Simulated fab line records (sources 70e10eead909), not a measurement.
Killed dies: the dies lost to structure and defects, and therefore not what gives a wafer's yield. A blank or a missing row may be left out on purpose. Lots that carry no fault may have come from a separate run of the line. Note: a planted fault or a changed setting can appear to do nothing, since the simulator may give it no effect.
The tool behind it: which one?	flow nand-harc	72 wafers from 24 lots sampled at 6 of the route's 1159 steps

WHAT EACH GAUGE READ, for each wafer
No reading from a measuring or inspecting step in the record can be judged against a usual standard deviation.

TOOL THAT RAN EACH LOT (tool first, then ch and the chambers of the sampled wafers, then the start)
lot	NHARC_A_CONTACT_ETCH_116	NHARC_A_CONTACT_ETCH_118	NHARC_A_CONTACT_ETCH_120	NHARC_A_CONTACT_ETCH_89	NHARC_A_CONTACT_ETCH_134	NHARC_A_CONTACT_ETCH_137
L074	har-cap-etch-02 ch 0,1, day 16 11:39	har-cap-etch-02 ch 0,1, day 16 11:53	har-cap-etch-02 ch 0,1, day 16 12:08	rie-diel-11 ch 1,3, day 17 02:42 or earlier	har-cap-etch-03 ch 0,1, day 17 02:42	har-cap-etch-03 ch 0,1, day 17 03:08
L077	har-cap-etch-03 ch 0,1, day 16 14:04	har-cap-etch-03 ch 0,1, day 16 14:15	har-cap-etch-03 ch 0,1, day 16 14:26	rie-diel-13 ch 0,1,2, day 17 03:23 or earlier	har-cap-etch-01 ch 0,1, day 17 03:23	har-cap-etch-01 ch 0,1, day 17 03:50
L075	har-cap-etch-03 ch 0,1, day 16 17:13	har-cap-etch-03 ch 0,1, day 16 17:23	har-cap-etch-03 ch 0,1, day 16 17:35	rie-diel-11 ch 0,1,2, day 17 06:38 or earlier	har-cap-etch-02 ch 0,1, day 17 06:38	har-cap-etch-02 ch 0,1, day 17 07:05
L076	har-cap-etch-03 ch 1, day 16 21:53	har-cap-etch-03 ch 1, day 16 22:04	har-cap-etch-03 ch 1, day 16 22:16	rie-diel-12 ch 0,1, day 17 11:53 or earlier	har-cap-etch-03 ch 0,1, day 17 11:53	har-cap-etch-03 ch 0,1, day 17 12:19
L078	har-cap-etch-02 ch 0,1, day 17 02:55	har-cap-etch-02 ch 0,1, day 17 03:05	har-cap-etch-02 ch 0,1, day 17 03:16	rie-diel-12 ch 0,1,3, day 17 15:34 or earlier	har-cap-etch-02 ch 0,1, day 17 15:34	har-cap-etch-02 ch 0,1, day 17 16:00
L079	har-cap-etch-01 ch 0,1, day 17 22:24	har-cap-etch-01 ch 0,1, day 17 22:35	har-cap-etch-01 ch 0,1, day 17 22:46	rie-diel-13 ch 1,2,3, day 18 17:50 or earlier	har-cap-etch-01 ch 0,1, day 18 17:50	har-cap-etch-01 ch 0,1, day 18 18:16
L084	har-cap-etch-03 ch 0,1, day 18 04:50	har-cap-etch-03 ch 0,1, day 18 05:01	har-cap-etch-03 ch 0,1, day 18 05:12	rie-diel-11 ch 0,1,3, day 18 22:35 or earlier	har-cap-etch-03 ch 0,1, day 18 22:35	har-cap-etch-03 ch 0,1, day 18 23:01
L080	har-cap-etch-01 ch 0,1, day 18 10:29	har-cap-etch-01 ch 0,1, day 18 10:40	har-cap-etch-01 ch 0,1, day 18 10:51	rie-diel-12 ch 0,1, day 19 08:09 or earlier	har-cap-etch-03 ch 0,1, day 19 08:09	har-cap-etch-03 ch 0,1, day 19 08:33
L082	har-cap-etch-02 ch 0,1, day 18 17:07	har-cap-etch-02 ch 0,1, day 18 17:17	har-cap-etch-02 ch 0,1, day 18 17:28	rie-diel-11 ch 0,1,3, day 19 09:34 or earlier	har-cap-etch-02 ch 0,1, day 19 09:34	har-cap-etch-02 ch 0,1, day 19 10:00
L083	har-cap-etch-03 ch 0,1, day 18 18:50	har-cap-etch-03 ch 0,1, day 18 19:01	har-cap-etch-03 ch 0,1, day 18 19:12	rie-diel-11 ch 0,1,2, day 19 11:22 or earlier	har-cap-etch-03 ch 0,1, day 19 11:22	har-cap-etch-03 ch 0,1, day 19 11:47
L081	har-cap-etch-01 ch 0,1, day 18 21:57	har-cap-etch-01 ch 0,1, day 18 22:08	har-cap-etch-01 ch 0,1, day 18 22:19	rie-diel-11 ch 1,2, day 19 12:49 or earlier	har-cap-etch-02 ch 0,1, day 19 12:49	har-cap-etch-02 ch 0,1, day 19 13:14
L085	har-cap-etch-02 ch 0,1, day 19 07:11	har-cap-etch-02 ch 0,1, day 19 07:22	har-cap-etch-02 ch 0,1, day 19 07:33	rie-diel-11 ch 0,1,3, day 19 21:08 or earlier	har-cap-etch-01 ch 0, day 19 21:08	har-cap-etch-01 ch 0, day 19 21:34
L086	har-cap-etch-01 ch 0,1, day 19 07:31	har-cap-etch-01 ch 0,1, day 19 07:42	har-cap-etch-01 ch 0,1, day 19 07:53	rie-diel-13 ch 0,2, day 19 21:25 or earlier	har-cap-etch-02 ch 1, day 19 21:25	har-cap-etch-02 ch 1, day 19 21:52
L087	har-cap-etch-01 ch 0,1, day 19 11:22	har-cap-etch-01 ch 0,1, day 19 11:32	har-cap-etch-01 ch 0,1, day 19 11:44	rie-diel-11 ch 1,2, day 20 00:41 or earlier	har-cap-etch-03 ch 0,1, day 20 00:41	har-cap-etch-03 ch 0,1, day 20 01:05
L088	har-cap-etch-03 ch 0,1, day 19 20:39	har-cap-etch-03 ch 0,1, day 19 20:50	har-cap-etch-03 ch 0,1, day 19 21:01	rie-diel-12 ch 0,2,3, day 20 10:10 or earlier	har-cap-etch-01 ch 0,1, day 20 10:10	har-cap-etch-01 ch 0,1, day 20 10:37
L091	har-cap-etch-02 ch 0,1, day 20 07:56	har-cap-etch-02 ch 0,1, day 20 08:07	har-cap-etch-02 ch 0,1, day 20 08:17	rie-diel-13 ch 0,2,3, day 21 05:48 or earlier	har-cap-etch-02 ch 0,1, day 21 05:48	har-cap-etch-02 ch 0,1, day 21 06:12
L089	har-cap-etch-03 ch 0,1, day 20 08:22	har-cap-etch-03 ch 0,1, day 20 08:33	har-cap-etch-03 ch 0,1, day 20 08:44	rie-diel-13 ch 1,2,3, day 21 03:09 or earlier	har-cap-etch-01 ch 0,1, day 21 03:09	har-cap-etch-01 ch 0,1, day 21 03:44
L090	har-cap-etch-02 ch 0,1, day 20 15:02	har-cap-etch-02 ch 0,1, day 20 15:13	har-cap-etch-02 ch 0,1, day 20 15:24	rie-diel-11 ch 0,1, day 21 07:52 or earlier	har-cap-etch-02 ch 0,1, day 21 07:52	har-cap-etch-02 ch 0,1, day 21 08:17
L092	har-cap-etch-03 ch 0,1, day 20 15:35	har-cap-etch-03 ch 0,1, day 20 15:50	har-cap-etch-03 ch 0,1, day 20 16:04	rie-diel-12 ch 0,2,3, day 21 09:38 or earlier	har-cap-etch-03 ch 0,1, day 21 09:38	har-cap-etch-03 ch 0,1, day 21 10:12
L093	har-cap-etch-03 ch 0,1, day 20 22:09	har-cap-etch-03 ch 0,1, day 20 22:23	har-cap-etch-03 ch 0,1, day 20 22:38	rie-diel-11 ch 1,2,3, day 21 13:31 or earlier	har-cap-etch-02 ch 0,1, day 21 13:31	har-cap-etch-02 ch 0,1, day 21 13:58
L094	har-cap-etch-01 ch 0,1, day 20 23:06	har-cap-etch-01 ch 0,1, day 20 23:20	har-cap-etch-01 ch 0,1, day 20 23:35	rie-diel-12 ch 1,2,3, day 21 15:10 or earlier	har-cap-etch-01 ch 0,1, day 21 15:10	har-cap-etch-01 ch 0,1, day 21 15:35
L095	har-cap-etch-03 ch 0,1, day 22 02:59	har-cap-etch-03 ch 0,1, day 22 03:10	har-cap-etch-03 ch 0,1, day 22 03:20	rie-diel-12 ch 2,3, day 22 21:15 or earlier	har-cap-etch-03 ch 0,1, day 22 21:15	har-cap-etch-03 ch 0,1, day 22 21:41
L097	har-cap-etch-02 ch 0,1, day 22 05:24	har-cap-etch-02 ch 0,1, day 22 05:35	har-cap-etch-02 ch 0,1, day 22 05:46	rie-diel-11 ch 0,2,3, day 22 21:28 or earlier	har-cap-etch-02 ch 0,1, day 22 21:28	har-cap-etch-02 ch 0,1, day 22 21:53
L096	har-cap-etch-01 ch 0,1, day 22 09:28	har-cap-etch-01 ch 0,1, day 22 09:39	har-cap-etch-01 ch 0,1, day 22 09:50	rie-diel-11 ch 0,2,3, day 22 22:52 or earlier	har-cap-etch-01 ch 0,1, day 22 22:52	har-cap-etch-01 ch 0,1, day 22 23:27
- NHARC_A_CONTACT_ETCH_116: etches the open film in C4F8/O2/Ar, time 94 s, target depth 922 nm.
- NHARC_A_CONTACT_ETCH_118: etches the open film in C4F8/O2/Ar, time 94 s, target depth 922 nm.
- NHARC_A_CONTACT_ETCH_120: etches the open film in C4F8/O2/Ar, time 94 s, target depth 922 nm.
- NHARC_A_CONTACT_ETCH_89: etches the open film in N2/H2, target depth 260 nm, time 475.3 s.
- NHARC_A_CONTACT_ETCH_134: etches the open film in C4F8/O2/Ar, time 140 s, target depth 700 nm.
- NHARC_A_CONTACT_ETCH_137: etches the open film in C4F8/O2/Ar, time 132 s, target depth 1287 nm.

AS READ BY THE TOOLS THEMSELVES (means over the sampled wafers that have a number; for cases with no such wafer, the mark the record gives instead)
NHARC_A_CONTACT_ETCH_89.
lot	tool	drypump-motor-current-A (A)	oes-product-au (a.u.)	rf-vpp-V (V)	showerhead-plenum-p-Torr (Torr)	throttle-valve-pct (%)
L074	rie-diel-11	6.4	1.016	430	2.01	14.171
L077	rie-diel-13	5.7	1.016	431	2.06	14.174
L075	rie-diel-11	5.8	0.988	431	2.06	14.171
L076	rie-diel-12	5.5	1.020	433	2.11	14.172
L078	rie-diel-12	5.8	1.010	429	2.01	14.167
L079	rie-diel-13	6.0	1.013	430	2.03	14.166
L084	rie-diel-11	6.3	0.998	431	2.07	14.175
L080	rie-diel-12	5.8	1.009	431	2.03	14.172
L082	rie-diel-11	6.3	1.000	431	2.07	14.178
L083	rie-diel-11	5.8	0.978	432	2.06	14.176
L081	rie-diel-11	5.4	0.981	430	2.00	14.169
L085	rie-diel-11	6.3	1.002	432	2.06	14.173
L086	rie-diel-13	6.1	1.017	428	1.97	14.165
L087	rie-diel-11	6.0	0.998	430	2.02	14.167
L088	rie-diel-12	5.8	0.998	429	1.98	14.176
L091	rie-diel-13	6.1	1.019	434	2.17	14.167
L089	rie-diel-13	6.0	1.015	433	2.14	14.167
L090	rie-diel-11	6.4	0.986	432	2.08	14.178
L092	rie-diel-12	5.8	1.010	429	1.98	14.177
L093	rie-diel-11	5.9	0.998	430	2.00	14.171
L094	rie-diel-12	6.1	0.995	427	1.90	14.164
L095	rie-diel-12	6.1	0.989	425	1.88	14.179
L097	rie-diel-11	5.7	0.992	431	2.03	14.168
L096	rie-diel-11	5.7	0.993	430	2.03	14.154

THE ANSWER, worked out from the rows above alone
Rule: the lots themselves supply what counts as usual. Put in order of their means at a reading, lots are off if they are a third of the lots or fewer, leave a main group of 4 or more, and stand apart from it by a gap of 3 or more times the standard deviation of the main group's means; of several such gaps the widest counts. The tables above print the reading to a certain number of digits; a main group whose means all agree to those digits is not used. A lot without any number at a reading at which 4 lots or more have one is off too. The other lots that the step has rows for count as sound. After the gauges, taken in route order, come the tools' own readings; for these a lot's mean is taken, as printed above. At the first step where some lot is off, the reading lying furthest off is the one used; lots without a number count as furthest.
Across all readings shown, no lot is off: no conclusion can be drawn from this.

WHAT THE SIMULATOR PUT IN
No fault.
